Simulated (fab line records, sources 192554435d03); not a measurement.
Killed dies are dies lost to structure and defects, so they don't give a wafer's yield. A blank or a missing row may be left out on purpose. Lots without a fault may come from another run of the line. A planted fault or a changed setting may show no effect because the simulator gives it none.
fab line records | flow n5_finfet
record lots=9 wafers=27 last_day=17
route steps=1938 shown BEOL_M1@770 BEOL_M4@1111 PASSIVATION@1936
lots that met no fault: from a run of the same line without faults
start_h: hours from the record's first day to the start of the lot's first wafer shown | wait_h: hours since the lot's step before | " the same as in the row above | L1.1+2: a row that stands for several wafers | - no value, or no start given | * or withheld: withheld | < > ~ a bound
route shown NAME@n: a module of which the file shows steps, and the number in the route of the first | usual: mean/standard deviation of fault-free wafers | same: alike in all rows | chamber/n: place in a boat | sites: the reading at each site | _std_site: their standard deviation | _edge_site: outer sites' mean less inner sites' | radius_mm: how far each site lies from the wafer's centre | mask NAME#n: copy n | behind: the tool/chamber that last shaped the wafer | hold: why the lot was held/for how many hours/how that ended | device: the transistor (n, p or np) that didn't switch | end of line: the same wafers' tests at the end of the route | a step without rows: its recipe alone | killed: dies lost to structure and defects at the first sort, not the wafer's yield | map: a wafer's dies, x killed, . not, _ none there
set.NAME: the setting as run; set.NAME@STEP: as run at that earlier step | model.NAME: the simulator's own value behind a step, which no gauge read
steps of the route over a sample of lots; a table a step, a row a wafer
services: from which hour (start_h, from the record's first day; less than 0 if before it) a tool's chamber was out of use, for how many hours, and why
## steps
# step N5_BEOL_M1_ETCH_64
# recipe chemistry=N2/H2 target=SOC target_depth_a=750 overetch_a=150 mask_material=SiARC temp_c=40 time_s=112.5 ion_energy_ev=200 pressure_mtorr=30 source_w=840 bias_w=150 n2_flow_sccm=200 h2_flow_sccm=200
# usual drypump_motor_current_A=5.8/0.52 oes_product_au=0.63/0.064 rf_vpp_V=525.5/2.3 showerhead_plenum_p_Torr=2.60/0.082 throttle_valve_pct=17.70/0.29
# same time_s=112.5
# columns lot.wafer tool chamber start_h wait_h drypump_motor_current_A oes_product_au rf_hours_counter_h rf_vpp_V showerhead_plenum_p_Torr throttle_valve_pct
L607.1 rie_diel-06 0 121.10 0.0 5.0 0.70 29 528.3 2.69 17.42
L607.4 " 3 " " 6.2 0.78 - 525.9 2.61 17.13
L607.5 " 0 " " 5.0 0.71 - 526.4 2.69 17.41
L610.4 rie_diel-03 3 135.15 0.0 5.7 0.73 13 526.6 2.61 17.69
L610.5 " 2 " " 6.0 0.59 - 525.8 2.64 17.86
L610.6 " 1 " " 5.9 0.60 - 525.7 2.64 17.86
L611.2 rie_diel-01 1 144.51 0.0 5.0 0.71 20 527.4 2.71 17.60
L611.4 " 0 " " 6.7 0.60 158 526.9 2.64 17.69
L611.5 " 1 " " 5.0 0.71 - 528.1 2.71 17.58
L615.2 rie_diel-03 2 167.32 0.0 6.0 0.58 185 526.4 2.64 17.88
L615.3 " 3 " " 5.8 0.71 22 526.6 2.61 17.71
L615.5 " 2 " " 6.0 0.58 - 526.9 2.64 17.88
L620.2 rie_diel-06 0 206.67 0.0 5.0 0.67 57 528.1 2.68 17.46
L620.4 " 1 " " 5.9 0.71 21 526.4 2.59 17.50
L620.5 " 3 " " 6.2 0.71 - 525.7 2.59 17.21
L621.1 rie_diel-03 0 207.22 0.0 5.3 0.58 178 524.6 2.63 17.54
L621.2 " 2 " " 6.0 0.57 199 527.5 2.63 17.89
L621.5 " 0 " " 5.3 0.57 - 526.3 2.63 17.55
L626.1 rie_diel-01 1 235.97 0.0 5.0 0.67 50 527.3 2.70 17.64
L626.4 " 3 " " 5.7 0.64 80 522.7 2.47 17.60
L626.5 " 0 " " 6.7 0.59 - 526.5 2.63 17.72
L627.1 rie_diel-06 0 238.98 0.0 5.0 0.66 67 528.5 2.68 17.48
L627.2 " 2 " " 6.4 0.56 217 520.7 2.41 18.37
L627.3 " 3 " " 6.2 0.70 41 526.6 2.59 17.21
L629.3 rie_diel-03 1 252.38 0.0 5.9 0.57 213 526.9 2.62 17.94
L629.4 " 1 " " 5.9 0.58 - 526.4 2.62 17.94
L629.5 " 0 " " 5.3 0.56 - 526.7 2.63 17.58
# step N5_BEOL_M1_CD_MEAS_18
# recipe pitch_nm=36 target_cd_nm=18
# usual cd_nm=17.93/0.29
# columns lot.wafer tool chamber start_h wait_h cd_nm
L607.1 cd_sem-03 - 121.56 0.0 17.99
L607.4 " - " " 18.25
L607.5 " - " " 17.99
L610.4 cd_sem-02 - 135.50 0.1 18.10
L610.5 " - " " 17.85
L610.6 " - " " 17.84
L611.2 cd_sem-01 - 144.86 0.1 18.17
L611.4 " - " " 18.47
L611.5 " - " " 18.04
L615.2 cd_sem-01 - 167.67 0.1 18.10
L615.3 " - " " 18.52
L615.5 " - " " 18.62
L620.2 cd_sem-01 - 207.17 0.1 18.13
L620.4 " - " " 18.12
L620.5 " - " " 18.00
L621.1 cd_sem-02 - 207.58 0.1 17.53
L621.2 " - " " 17.87
L621.5 " - " " 17.59
L626.1 cd_sem-02 - 236.32 0.0 17.66
L626.4 " - " " 17.87
L626.5 " - " " 17.55
L627.1 cd_sem-03 - 239.33 0.0 17.85
L627.2 " - " " 17.95
L627.3 " - " " 17.69
L629.3 cd_sem-03 - 252.74 0.1 18.02
L629.4 " - " " 18.17
L629.5 " - " " 17.30
# step N5_BEOL_M1_COAT_76
# recipe resist=underlayer temp_c=205 time_s=60 spin_rpm=1500 resist_thk_nm=5
# usual plate_temp_C=204.97/0.13 spin_speed_rpm=1500.0/0.99
# same time_s=60
# columns lot.wafer tool chamber start_h wait_h plate_temp_C spin_speed_rpm
L607.1 litho_track-03 0 121.60 - 205.02 1501.0
L607.4 " 0 " " 205.07 1501.0
L607.5 " 0 " " 205.00 1500.6
L610.4 litho_track-03 0 135.54 - 204.94 1500.1
L610.5 " 0 " " 205.04 1498.9
L610.6 " 0 " " 205.12 1500.5
L611.2 litho_track-03 0 144.90 - 204.99 1688.5
L611.4 " 0 " " 205.24 1688.8
L611.5 " 0 " " 205.29 1687.6
L615.2 litho_track-03 0 167.71 - 204.97 1687.4
L615.3 " 0 " " 204.99 1688.2
L615.5 " 0 " " 204.85 1687.5
L620.2 litho_track-05 0 207.21 - 205.12 1499.3
L620.4 " 0 " " 205.02 1500.4
L620.5 " 0 " " 205.12 1499.9
L621.1 litho_track-04 0 207.62 - 205.13 1500.1
L621.2 " 0 " " 204.83 1501.3
L621.5 " 0 " " 204.64 1500.5
L626.1 litho_track-05 0 236.36 - 205.15 1498.9
L626.4 " 0 " " 205.07 1498.7
L626.5 " 0 " " 204.96 1498.8
L627.1 litho_track-03 0 239.37 - 205.04 1501.5
L627.2 " 0 " " 204.98 1502.1
L627.3 " 0 " " 205.08 1501.5
L629.3 litho_track-03 0 252.77 - 204.92 1499.9
L629.4 " 0 " " 205.03 1499.9
L629.5 " 0 " " 204.61 1500.3
# step N5_BEOL_M1_CD_MEAS_28
# recipe landing_energy_ev=500 detector=se_inlens target_cd_y_nm=23.3
# usual cd_nm=23.98/0.25
# columns lot.wafer tool chamber start_h wait_h cd_nm
L607.1 cd_sem-03 0 121.88 - 23.83
L607.4 " 0 " " 24.09
L607.5 " 0 " " 23.98
L610.4 cd_sem-03 0 135.82 - 24.21
L610.5 " 0 " " 24.02
L610.6 " 0 " " 24.12
L611.2 cd_sem-03 0 145.30 - 23.52
L611.4 " 0 " " 24.14
L611.5 " 0 " " 24.22
L615.2 cd_sem-02 0 168.11 - 24.00
L615.3 " 0 " " 24.04
L615.5 " 0 " " 24.38
L620.2 cd_sem-03 0 207.51 - 24.33
L620.4 " 0 " " 24.06
L620.5 " 0 " " 24.11
L621.1 cd_sem-02 0 208.02 - 24.30
L621.2 " 0 " " 23.95
L621.5 " 0 " " 23.97
L626.1 cd_sem-03 0 236.76 - 24.16
L626.4 " 0 " " 23.47
L626.5 " 0 " " 24.07
L627.1 cd_sem-03 0 239.78 - 23.66
L627.2 " 0 " " 23.60
L627.3 " 0 " " 22.95
L629.3 cd_sem-03 0 253.18 - 24.14
L629.4 " 0 " " 24.27
L629.5 " 0 " " 24.11
# step N5_BEOL_M1_ETCH_77
# recipe chemistry=N2/H2 target=underlayer target_depth_a=65 mask_material=CAR-EUV time_s=5.2 ion_energy_ev=200 pressure_mtorr=30 source_w=840 bias_w=150 n2_flow_sccm=200 h2_flow_sccm=200 ends=cleared
# usual drypump_motor_current_A=5.8/0.53 etch_rf_on_time_s=5.17/0.066 oes_product_au=0.67/0.067 rf_vpp_V=525.6/2.2 showerhead_plenum_p_Torr=2.61/0.075 throttle_valve_pct=17.75/0.24
# columns lot.wafer tool chamber start_h wait_h drypump_motor_current_A etch_rf_on_time_s oes_product_au rf_hours_counter_h rf_vpp_V showerhead_plenum_p_Torr throttle_valve_pct
L607.1 rie_diel-01 3 122.04 0.0 5.7 5.18 0.73 42 522.9 2.49 17.57
L607.4 " 2 " " 5.4 5.17 0.60 215 526.4 2.62 18.01
L607.5 " 2 " " 5.4 5.13 0.60 - 525.0 2.63 17.97
L610.4 rie_diel-01 2 135.97 0.0 5.4 5.18 0.59 220 525.8 2.62 18.01
L610.5 " 1 " " 5.0 5.15 0.78 - 529.0 2.72 17.63
L610.6 " 0 " " 6.7 5.21 0.66 - 528.7 2.64 17.71
L611.2 rie_diel-01 1 145.46 0.0 5.0 4.81 0.77 20 528.0 2.71 17.65
L611.4 " 0 " " 6.7 4.85 0.65 - 525.5 2.64 17.72
L611.5 " 1 " " 5.0 4.78 0.77 - 529.2 2.71 17.64
L615.2 rie_diel-01 1 168.27 0.0 5.0 4.82 0.75 28 528.7 2.71 17.68
L615.3 " 0 " " 6.7 4.88 0.65 165 525.7 2.64 17.71
L615.5 " 2 " " 5.4 4.82 0.60 - 529.8 2.62 18.04
L620.2 rie_diel-01 2 207.66 0.0 5.4 5.22 0.59 237 525.8 2.62 18.04
L620.4 " 3 " " 5.7 5.15 0.71 71 522.2 2.47 17.59
L620.5 " 3 " " 5.7 5.19 0.70 - 521.8 2.47 17.62
L621.1 rie_diel-03 0 208.18 0.0 5.3 5.31 0.62 179 524.4 2.63 17.59
L621.2 " 1 " " 5.9 5.21 0.64 194 524.1 2.63 17.94
L621.5 " 1 " " 5.9 5.19 0.63 - 527.0 2.63 17.94
L626.1 rie_diel-01 2 236.92 0.0 5.4 5.19 0.58 246 524.9 2.61 18.03
L626.4 " 1 " " 5.0 5.10 0.73 50 527.5 2.70 17.69
L626.5 " 1 " " 5.0 5.09 0.73 - 525.7 2.70 17.68
L627.1 rie_diel-06 3 239.93 0.0 6.2 5.09 0.76 41 524.9 2.59 17.24
L627.2 " 0 " " 5.0 5.08 0.72 68 529.7 2.68 17.53
L627.3 " 2 " " 6.4 5.34 0.59 218 518.4 2.41 18.42
L629.3 rie_diel-01 3 253.34 0.0 5.7 5.18 0.69 85 521.9 2.47 17.64
L629.4 " 3 " " 5.7 5.21 0.69 - 522.3 2.47 17.63
L629.5 " 0 " " 6.7 5.24 0.63 - 527.1 2.63 17.76
# step N5_BEOL_M4_RC_MEAS_101
# usual DIBL_N=36.2/1.5 DIBL_P=36.2/1.7 IOFF_N=0.155/0.021 IOFF_P=0.216/0.026 ION_N=674/11 ION_P=464/6.8 SS_N=71.5/0.56 SS_P=73.3/0.6 VT_N=250.2/2.6 VT_P=-249.3/2.5
# columns lot.wafer tool chamber start_h wait_h DIBL_N[mV/V] DIBL_P[mV/V] IOFF_N[nA/um] IOFF_P[nA/um] ION_N[uA/um] ION_P[uA/um] SS_N[mV/dec] SS_P[mV/dec] VT_N[mV] VT_P[mV]
L607.1 prober-01 0 176.56 0.0 33.3 33.5 0.137 0.185 679 470 70.5 73.2 251.1 -248.6
L607.4 " 0 " " 35.6 36.3 0.173 0.222 691 471 71.4 73.4 247.4 -246.7
L607.5 " 0 " " 36.5 36.6 0.191 0.233 693 477 72.2 73.1 246.9 -245.7
L610.4 prober-02 0 178.52 0.5 35.8 34.8 0.133 0.179 674 456 71.3 73.2 250.0 -252.9
L610.5 " 0 " " 33.5 32.8 0.108 0.158 656 457 70.9 72.7 252.9 -253.1
L610.6 " 0 " " 35.1 34.3 0.125 0.183 656 458 70.8 72.8 252.4 -253.5
L611.2 prober-01 0 191.63 0.2 37.9 35.0 0.143 0.214 660 455 71.5 74.1 253.3 -249.4
L611.4 " 0 " " 37.4 34.1 0.141 0.199 654 451 71.2 73.2 253.1 -248.9
L611.5 " 0 " " 38.8 36.2 0.162 0.236 656 458 71.5 74.1 249.7 -248.5
L615.2 prober-02 0 210.02 0.2 35.4 36.7 0.134 0.196 662 460 72.2 73.0 256.6 -255.0
L615.3 " 0 " " 37.4 39.0 0.172 0.235 674 463 71.9 73.5 252.4 -251.5
L615.5 " 0 " " 36.1 38.2 0.152 0.226 676 469 71.8 73.3 253.1 -250.8
L621.1 prober-01 0 243.14 0.0 35.9 37.0 0.148 0.195 679 457 71.0 73.3 252.3 -253.9
L621.2 " 0 " " 34.9 35.6 0.132 0.174 663 454 71.6 73.0 253.1 -255.1
L621.5 " 0 " " 35.9 36.9 0.158 0.200 666 458 71.6 72.6 249.4 -254.0
L620.2 prober-02 0 247.08 0.2 34.9 34.1 0.136 0.184 666 463 71.4 73.4 250.5 -250.3
L620.4 " 0 " " 37.9 36.4 0.192 0.229 694 468 71.6 73.6 244.8 -249.0
L620.5 " 0 " " 37.9 37.6 0.188 0.252 679 470 71.8 73.8 246.0 -246.1
L627.1 prober-02 0 286.88 0.0 39.7 38.9 0.181 0.247 675 457 72.4 74.0 249.7 -246.9
L627.2 " 0 " " 38.4 37.6 0.163 0.224 681 466 71.9 72.7 249.6 -248.6
L627.3 " 0 " " 36.9 35.6 0.139 0.201 684 471 72.0 72.5 251.3 -249.3
L626.1 prober-01 0 287.20 0.0 36.0 35.6 0.143 0.190 676 461 70.2 73.1 248.3 -249.5
L626.4 " 0 " " 36.7 35.8 0.140 0.191 659 459 70.9 72.4 250.8 -251.7
L626.5 " 0 " " 34.5 33.8 0.109 0.170 665 461 69.9 72.4 254.4 -251.5
L629.3 prober-01 0 309.20 0.3 35.9 35.9 0.162 0.202 665 453 71.4 73.7 252.5 -249.9
L629.4 " 0 " " 35.2 35.6 0.155 0.196 680 465 71.6 74.0 249.2 -249.9
L629.5 " 0 " " 35.2 35.6 0.155 0.192 687 464 70.9 74.0 250.3 -248.8
# step N5_PASSIVATION_PROBE_49
# usual defect_limited_yield=91.3/1.3 killed_at_M0_to_M3=32/11 killed_at_M4_up=15/5.6 killed_at_contacts=12/6 killed_at_front_end=40/11 killed_at_other=3.5/2.6 killed_dies=102/15 killed_on_rim=13/3.4 killed_open=67/12 killed_short=34/7.3 sort_bin_5_function=5.1/0.85 sort_bin_6_memory=3.2/0.61 sort_n_pass=1078/15 sort_yield_pct=91.3/1.3
# same gross_dies=1180 killed_at_back_side=0 sort_bin_4_leakage[%]=0 sort_bin_8_speed[%]=0
# columns lot.wafer tool chamber start_h wait_h defect_limited_yield[%] killed_at_M0_to_M3 killed_at_M4_up killed_at_contacts killed_at_front_end killed_at_other killed_dies killed_on_rim killed_open killed_short sort_bin_5_function[%] sort_bin_6_memory[%] sort_n_pass sort_yield_pct[%]
L611.2 prober-01 - 295.73 0.1 90.9 28 23 10 46 0 107 9 75 32 5.0 3.7 1073 90.9
L611.4 prober-01 - 295.83 0.2 91.3 29 22 10 37 5 103 11 76 27 4.2 4.2 1077 91.3
L611.5 prober-01 - 295.88 0.2 91.8 40 13 14 29 1 97 14 71 26 4.7 3.3 1083 91.8
L615.3 prober-02 - 309.04 0.1 91.7 18 17 17 42 4 98 10 71 27 4.7 3.3 1082 91.7
L615.5 prober-02 - 309.14 0.2 91.9 21 20 6 39 9 95 16 65 30 5.3 2.6 1085 91.9
L627.1 prober-02 - 389.00 0.0 92.4 39 12 10 29 0 90 11 60 29 4.4 2.8 1090 92.4
L627.2 prober-02 - 389.05 0.1 91.3 28 7 24 43 1 103 19 74 29 5.1 3.6 1077 91.3
L627.3 prober-02 - 389.10 0.1 91.8 19 15 23 37 3 97 13 62 33 5.0 3.0 1083 91.8
# killed by level:class
L611.2 FIN_SAQP:geometric_particle:open=13 MOL_CONTACT_COAG:geometric_particle:open=9 BEOL_M0_SAQP:geometric_particle:short=8 BEOL_M3:geometric_particle:open=7 FIN_SAQP:geometric_particle:short=6 BEOL_M4:geometric_particle:open=6 STI_FIN_REVEAL:geometric_particle:open=6 DUMMY_GATE:geometric_particle:open=5
L611.4 FIN_SAQP:geometric_particle:open=14 BEOL_M4:geometric_particle:open=8 BEOL_M3:geometric_particle:open=7 FIN_SAQP:geometric_particle:short=6 MOL_CONTACT_COAG:geometric_particle:open=6 STI_FIN_REVEAL:geometric_particle:open=5 BEOL_M0_SAQP:geometric_particle:open=5 BEOL_M1:geometric_particle:open=5
L611.5 MOL_CONTACT_COAG:geometric_particle:open=12 BEOL_M2:geometric_particle:open=10 BEOL_M0_SAQP:geometric_particle:open=7 BEOL_M2:geometric_particle:short=7 FIN_SAQP:geometric_particle:open=6 STI_FIN_REVEAL:geometric_particle:open=6 BEOL_M1:geometric_particle:open=5 DUMMY_GATE:geometric_particle:open=4
L615.3 MOL_CONTACT_COAG:geometric_particle:open=16 STI_FIN_REVEAL:geometric_particle:open=13 FIN_SAQP:geometric_particle:open=10 BEOL_M2:geometric_particle:open=9 BEOL_M4:geometric_particle:open=8 STI_FIN_REVEAL:geometric_particle:short=7 FIN_SAQP:geometric_particle:short=3 GATE_CUT:geometric_particle:short=3
L615.5 STI_FIN_REVEAL:geometric_particle:open=11 FIN_SAQP:geometric_particle:open=9 BEOL_M4:geometric_particle:open=7 FIN_SAQP:geometric_particle:short=6 MOL_CONTACT_COAG:geometric_particle:open=5 BEOL_M2:geometric_particle:short=5 BEOL_M0_SAQP:geometric_particle:short=4 BEOL_M1:geometric_particle:open=4
L627.1 FIN_SAQP:geometric_particle:open=10 BEOL_M3:geometric_particle:open=8 BEOL_M1:geometric_particle:open=8 BEOL_M2:geometric_particle:open=8 MOL_CONTACT_COAG:geometric_particle:open=7 BEOL_M2:geometric_particle:short=6 BEOL_M1:geometric_particle:short=5 BEOL_M4:geometric_particle:open=5
L627.2 MOL_CONTACT_COAG:geometric_particle:open=17 BEOL_M3:geometric_particle:open=12 FIN_SAQP:geometric_particle:open=10 STI_FIN_REVEAL:geometric_particle:open=7 MOL_CONTACT_COAG:geometric_particle:short=7 GATE_CUT:geometric_particle:short=5 BEOL_M2:geometric_particle:open=4 STARTING-WAFER:geometric_particle:open=4
L627.3 MOL_CONTACT_COAG:geometric_particle:open=12 MOL_CONTACT_COAG:geometric_particle:short=11 FIN_SAQP:geometric_particle:short=8 STI_FIN_REVEAL:geometric_particle:open=8 BEOL_M1:geometric_particle:open=6 FIN_SAQP:geometric_particle:open=5 BEOL_M2:geometric_particle:open=4 STI_FIN_REVEAL:geometric_particle:short=3
## services
# columns tool chamber start_h hours kind
rie_diel-06 3 100.98 - clean
rie_diel-06 3 100.98 - consumable_replace:focus_ring
rie_diel-06 3 100.98 14.8 scheduled_down
rie_diel-06 3 100.98 14.8 vent_cycle
rie_diel-03 3 110.81 7.3 repair
rie_diel-06 1 115.79 - clean
rie_diel-06 1 115.79 - consumable_replace:focus_ring
rie_diel-06 1 115.79 15.4 scheduled_down
rie_diel-06 1 115.79 15.4 vent_cycle
rie_diel-03 0 139.33 1.5 repair
rie_diel-01 2 145.18 8.5 repair
rie_diel-01 3 163.44 4.6 repair
rie_diel-06 2 178.70 3.8 repair
rie_diel-01 0 184.02 9.1 repair
rie_diel-01 2 185.47 12.7 repair
rie_diel-03 3 194.87 4.1 repair
rie_diel-03 3 202.36 63.7 repair
rie_diel-06 1 228.58 18.5 repair
rie_diel-01 2 252.57 - clean
rie_diel-01 2 252.57 - consumable_replace:focus_ring
rie_diel-01 2 252.57 22.7 scheduled_down
rie_diel-01 2 252.57 22.7 vent_cycle
## key
first_sign step=N5_BEOL_M1_COAT_76 reading=spin_speed_rpm direction=up sigmas=99+ usual=* struck=*
effect step=N5_BEOL_M1_ETCH_77 reading=etch_rf_on_time_s direction=down sigmas=5.3 usual=* struck=*
met_at N5_BEOL_M1_COAT_76
struck_lots L611,L615
not_acting_at N5_BEOL_M1_ETCH_64,N5_BEOL_M1_CD_MEAS_18,N5_BEOL_M1_CD_MEAS_28
onset_between 135.54 144.90
fault kind=process_parameter_drift tool=litho_track-03 chamber=- onset_h=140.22 steps=N5_BEOL_M1_COAT_76 channel=spin_rpm offset=* shape=step end_h=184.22 acts_in=* stated=*
